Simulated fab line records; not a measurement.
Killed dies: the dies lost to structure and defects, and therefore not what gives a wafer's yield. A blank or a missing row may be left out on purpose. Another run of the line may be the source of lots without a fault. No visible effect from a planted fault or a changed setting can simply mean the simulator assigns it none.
Which tool is to blame? :: flow n5 finfet :: 12 lots, 36 wafers sampled, at 3 steps of a route of 1938

WHAT EACH GAUGE READ, for each wafer
N5_BEOL_M7_CD_MEAS_11: the cd target is 38.5 nm.
lot: L075
measured: day 10 00:47
on: cd sem-02
cd nm (nm): 38.8 38.2 38.6

lot: L076
measured: day 10 05:52
on: cd sem-02
cd nm (nm): 39.1 38.8 39.1

lot: L079
measured: day 10 09:11
on: cd sem-03
cd nm (nm): 38.2 38.3 38.3

lot: L082
measured: day 11 19:12
on: cd sem-01
cd nm (nm): 39.0 38.6 38.5

lot: L080
measured: day 12 00:17
on: cd sem-01
cd nm (nm): 38.3 37.6 38.1

lot: L085
measured: day 12 07:00
on: cd sem-02
cd nm (nm): 38.1 38.5 38.2

lot: L090
measured: day 12 23:59
on: cd sem-01
cd nm (nm): 37.9 37.8 38.3

lot: L088
measured: day 14 01:32
on: cd sem-01
cd nm (nm): 38.2 38.6 38.6

lot: L091
measured: day 14 06:41
on: cd sem-02
cd nm (nm): 38.7 37.5 38.6

lot: L094
measured: day 15 17:52
on: cd sem-01
cd nm (nm): 38.8 37.9 39.0

lot: L093
measured: day 15 21:51
on: cd sem-01
cd nm (nm): 39.3 38.4 38.8

lot: L096
measured: day 16 07:06
on: cd sem-01
cd nm (nm): 37.8 37.9 38.4

WHAT TOOL EACH LOT RAN ON (gives the tool, then ch and the chambers of the sampled wafers, and finally the start)
lot: L075
N5_BEOL_M6_DESCUM_16: rie diel-01 ch 0,1,3, day 9 15:32
N5_BEOL_M6_PRE_CLEAN_45: pvd sputter-03, day 9 18:28

lot: L076
N5_BEOL_M6_DESCUM_16: rie diel-03 ch 0,2, day 9 20:02
N5_BEOL_M6_PRE_CLEAN_45: pvd sputter-02, day 10 00:14

lot: L079
N5_BEOL_M6_DESCUM_16: rie diel-01 ch 0,3, day 10 02:34
N5_BEOL_M6_PRE_CLEAN_45: pvd sputter-02, day 10 05:10

lot: L082
N5_BEOL_M6_DESCUM_16: rie diel-04 ch 0,1,2, day 11 12:02
N5_BEOL_M6_PRE_CLEAN_45: pvd sputter-02, day 11 15:49

lot: L080
N5_BEOL_M6_DESCUM_16: rie diel-04 ch 0,1, day 11 16:56
N5_BEOL_M6_PRE_CLEAN_45: pvd sputter-01, day 11 19:05

lot: L085
N5_BEOL_M6_DESCUM_16: rie diel-03 ch 1,2,3, day 11 23:00
N5_BEOL_M6_PRE_CLEAN_45: pvd sputter-02, day 12 04:12

lot: L090
N5_BEOL_M6_DESCUM_16: rie diel-03 ch 0,1,2, day 12 15:04
N5_BEOL_M6_PRE_CLEAN_45: pvd sputter-01, day 12 18:49

lot: L088
N5_BEOL_M6_DESCUM_16: rie diel-01 ch 1,2,3, day 13 17:23
N5_BEOL_M6_PRE_CLEAN_45: pvd sputter-02, day 13 19:27

lot: L091
N5_BEOL_M6_DESCUM_16: rie diel-03 ch 1,2, day 13 22:25
N5_BEOL_M6_PRE_CLEAN_45: pvd sputter-02, day 14 02:11

lot: L094
N5_BEOL_M6_DESCUM_16: rie diel-01 ch 1,2,3, day 15 09:46
N5_BEOL_M6_PRE_CLEAN_45: pvd sputter-03, day 15 13:45

lot: L093
N5_BEOL_M6_DESCUM_16: rie diel-03 ch 0,2,3, day 15 15:05
N5_BEOL_M6_PRE_CLEAN_45: pvd sputter-02, day 15 17:45

lot: L096
N5_BEOL_M6_DESCUM_16: rie diel-03 ch 0,3, day 15 22:59
N5_BEOL_M6_PRE_CLEAN_45: pvd sputter-03, day 16 02:10
- N5_BEOL_M6_DESCUM_16: chemistry O2, time 7.9 s.
- N5_BEOL_M6_PRE_CLEAN_45: time 30 s.

THE ANSWER, worked out from the rows above alone
Rule: the lots themselves supply what counts as usual. Put in order of their means at a reading, lots are off if they are a third of the lots or fewer, leave a main group of 4 or more, and stand apart from it by a gap of 3 or more times the standard deviation of the main group's means; of several such gaps the widest counts. The tables above print the reading to a certain number of digits; a main group whose means all agree to those digits is not used. Also off: a lot with no number at a reading for which 4 or more lots have one. Any other lot the step has rows for is counted as sound.
Nothing can be told from this: no lot is off at any reading shown.

WHAT THE SIMULATOR HAD PUT IN
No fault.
